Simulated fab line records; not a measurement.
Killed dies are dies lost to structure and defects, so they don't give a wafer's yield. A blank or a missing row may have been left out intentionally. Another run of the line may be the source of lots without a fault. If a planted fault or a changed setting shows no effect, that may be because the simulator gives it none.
Which of the tools did it? | flow n5Finfet | 11 lots with 33 wafers sampled at 4 steps, on a route of 1938 steps

## WHAT EACH GAUGE READ, for each wafer
N5_BEOL_M14_CD_MEAS_10: target cd 250 nm.
lot  | measured     | on       | cdNm (nm)
L722 | day 11 10:43 | cdSem-03 | 250.0 251.2 251.5
L723 | day 11 11:17 | cdSem-02 | 249.3 249.1 250.0
L726 | day 12 09:46 | cdSem-02 | 250.2 251.4 248.5
L729 | day 12 20:52 | cdSem-01 | 250.4 250.0 250.3
L731 | day 12 23:14 | cdSem-02 | 249.5 247.6 249.7
L730 | day 13 03:11 | cdSem-01 | 250.7 251.5 250.4
L732 | day 13 06:56 | cdSem-01 | 249.7 249.3 250.6
L733 | day 13 11:14 | cdSem-01 | 250.8 251.4 250.7
L743 | day 16 01:27 | cdSem-02 | 245.6 244.6 246.9
L742 | day 16 05:28 | cdSem-03 | 244.0 245.1 244.6
L745 | day 16 17:46 | cdSem-03 | 252.5 250.5 251.0

## TOOL THAT RAN EACH LOT (tool first, then ch and the chambers of the sampled wafers, then the start)
lot  | N5_BEOL_M13_ANNEAL_48           | N5_BEOL_M13_CMP_49            | N5_BEOL_M14_COAT_04
L722 | rtpAnneal-02 ch 0, day 11 09:21 | cmp-03 ch 2,3, day 11 09:38   | lithoTrack-05 ch 0, day 11 10:19
L723 | rtpAnneal-02 ch 0, day 11 09:58 | cmp-01 ch 0,1,3, day 11 10:10 | lithoTrack-04 ch 0, day 11 10:53
L726 | rtpAnneal-02 ch 0, day 12 08:19 | cmp-02 ch 0,1,3, day 12 08:38 | lithoTrack-04 ch 0, day 12 09:22
L729 | rtpAnneal-02 ch 0, day 12 19:21 | cmp-02 ch 1,2,3, day 12 19:50 | lithoTrack-05 ch 0, day 12 20:28
L731 | rtpAnneal-01 ch 0, day 12 21:49 | cmp-03 ch 0,1,3, day 12 22:07 | lithoTrack-05 ch 0, day 12 22:50
L730 | rtpAnneal-01 ch 0, day 13 01:44 | cmp-03 ch 2,3, day 13 02:02   | lithoTrack-04 ch 0, day 13 02:44
L732 | rtpAnneal-01 ch 0, day 13 05:45 | cmp-03 ch 0,1,3, day 13 06:02 | lithoTrack-04 ch 0, day 13 06:40
L733 | rtpAnneal-01 ch 0, day 13 09:59 | cmp-02 ch 2,3, day 13 10:14   | lithoTrack-05 ch 0, day 13 10:57
L743 | rtpAnneal-01 ch 0, day 16 00:10 | cmp-01 ch 0,1,2, day 16 00:31 | lithoTrack-04 ch 0, day 16 01:11
L742 | rtpAnneal-02 ch 0, day 16 04:01 | cmp-01 ch 0,2,3, day 16 04:17 | lithoTrack-04 ch 0, day 16 05:04
L745 | rtpAnneal-02 ch 0, day 16 16:29 | cmp-02 ch 2,3, day 16 16:49   | lithoTrack-02 ch 0, day 16 17:29
- N5_BEOL_M13_ANNEAL_48: time 90 s.
- N5_BEOL_M13_CMP_49: polishes, stops on SiOC, t overpolish 17.1 s, target thk 420 nm.
- N5_BEOL_M14_COAT_04: resist thk 800 nm.

## THE ANSWER, worked out from the rows above alone
Rule: what is usual is taken from the lots themselves. Put in order of their means at a reading, lots are off if they are a third of the lots or fewer, leave a main group of 4 or more, and stand apart from it by a gap of 3 or more times the standard deviation of the main group's means; of several such gaps the widest counts. A main group whose means are all the same, to the digits that the tables above print for the reading, isn't used. Also off: a lot with no number at a reading for which 4 or more lots have one. Any other lot the step has rows for is counted as sound.
Off, at N5_BEOL_M14_CD_MEAS_10 on cdNm: L743, L742. For the main group the mean is 250.3 nm and the standard deviation 0.75.
If a tool, at a process step before that reading, ran all the lots that are off and no sound lot after the first of them, it fits. Those tools and the gauges at N5_BEOL_M14_CD_MEAS_10 are tried in the same way. Undecided on this evidence; 2 tools fit (cmp-01 at N5_BEOL_M13_CMP_49, lithoTrack-04 at N5_BEOL_M14_COAT_04).

## WHAT THE SIMULATOR PUT IN
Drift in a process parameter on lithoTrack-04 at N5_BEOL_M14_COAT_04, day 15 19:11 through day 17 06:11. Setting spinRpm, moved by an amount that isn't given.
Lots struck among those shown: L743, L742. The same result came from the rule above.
